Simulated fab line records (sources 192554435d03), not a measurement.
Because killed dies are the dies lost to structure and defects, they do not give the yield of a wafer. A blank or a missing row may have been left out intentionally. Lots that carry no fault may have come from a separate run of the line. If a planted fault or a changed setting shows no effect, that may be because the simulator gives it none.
Comparing a struck lot with a sound one :: flow n5-finfet :: 14 steps out of a route of 1938
Sound: the wafers L464.1, L464.4, L464.6. Struck: wafers L457.1, L457.4, L457.5. At the end, the cause is stated.
At each step with rows: each side's tool, then ch and its chambers, then its first start. Under that, the readings that differ: sound wafers :: struck wafers :: difference of the means :: sigmas: that difference in standard deviations of wafers without a fault.
alike: readings with means less than 2 such deviations apart, plus words and numbers identical on both sides. not compared: withheld readings, readings lacking a value on some wafer, bounds such as >300 that could conceal the same value, and numbers that have no deviation in the record and whose values overlap.
Wherever a step has rows on one side only, a row that says differs or no value, or a row with sigmas, the two part there. When numbers do not overlap yet have no deviation, they are printed without sigmas and do not part them. Lack of a reading on every wafer of one side parts them only where that side has two or more wafers.

first, 7 steps without rows for these wafers: N5_BEOL_M9_COAT_60 (time 60 s, resist thk 30 nm); N5_BEOL_M9_COAT_05 (resist thk 90 nm); N5_BEOL_M9_EBR_07; N5_BEOL_M9_SOFTBAKE_06 (time 60 s); N5_BEOL_M9_EXPOSE_08 (exposes mask M9); N5_BEOL_M9_PEB_09 (peb time 60 s); N5_BEOL_M9_DEVELOP_10 (develop time 30 s).
N5_BEOL_M9_CD_MEAS_11 targets a cd of 64.1 nm.
  sound on cd-sem-03 ch 0, day 16 05:05; struck on cd-sem-02 ch 0, day 15 01:59
  alike: cd-nm
N5_BEOL_M9_OVL_MEAS_12:
  sound on overlay-02 ch 0, day 16 05:07; struck on overlay-01 ch 0, day 15 02:01
  alike: M9_OVL
N5_BEOL_M9_INSPECT_13: inspects for defects (brightfield).
  struck on defect-inspect-02, day 15 02:02; sound on defect-inspect-02, day 16 05:09
  alike: raw-defect-count
N5_BEOL_M9_DESCUM_16: chemistry O2, time 7.9 s.
  sound on rie-diel-05 ch 2,3, day 16 05:22; struck on rie-diel-06 ch 0,1,2, day 15 02:04
  alike: chamber-pressure-mTorr, drypump-motor-current-A, oes-product-au, rf-vpp-V, showerhead-plenum-p-Torr, temp-c, throttle-valve-pct
  not compared: rf-hours-counter-h
N5_BEOL_M9_ETCH_61: etches SiARC in CF4, target depth 39 nm, time 65 s.
  sound on rie-diel-05 ch 2,3, day 16 05:25; struck on rie-diel-06 ch 0,1,2, day 15 02:07
  alike: chamber-pressure-mTorr, drypump-motor-current-A, etch-rf-on-time-s, oes-product-au, rf-vpp-V, showerhead-plenum-p-Torr, throttle-valve-pct
  not compared: rf-hours-counter-h
N5_BEOL_M9_ETCH_62: etches SOC in N2/H2, target depth 110 nm, overetch 22 nm, time 165 s.
  sound on rie-diel-05 ch 2,3, day 16 05:28; struck on rie-diel-06 ch 0,1,2, day 15 02:10
reading: model.SiARC_of_BEOL_M9_COAT_60.thk-nm (nm)
sound: 23.2 23.6 23.4
struck: 24.2 24 24.4
difference: +0.8
sigmas: 
  alike: chamber-pressure-mTorr, drypump-motor-current-A, oes-product-au, rf-vpp-V, showerhead-plenum-p-Torr, temp-c, throttle-valve-pct
  not compared: rf-hours-counter-h
then, 1 step without rows for these wafers: N5_BEOL_M9_STRIP_68 (strips in N2/H2).

== WHERE THEY PART ==
Nowhere in this record.

WHY: what the simulator had put in
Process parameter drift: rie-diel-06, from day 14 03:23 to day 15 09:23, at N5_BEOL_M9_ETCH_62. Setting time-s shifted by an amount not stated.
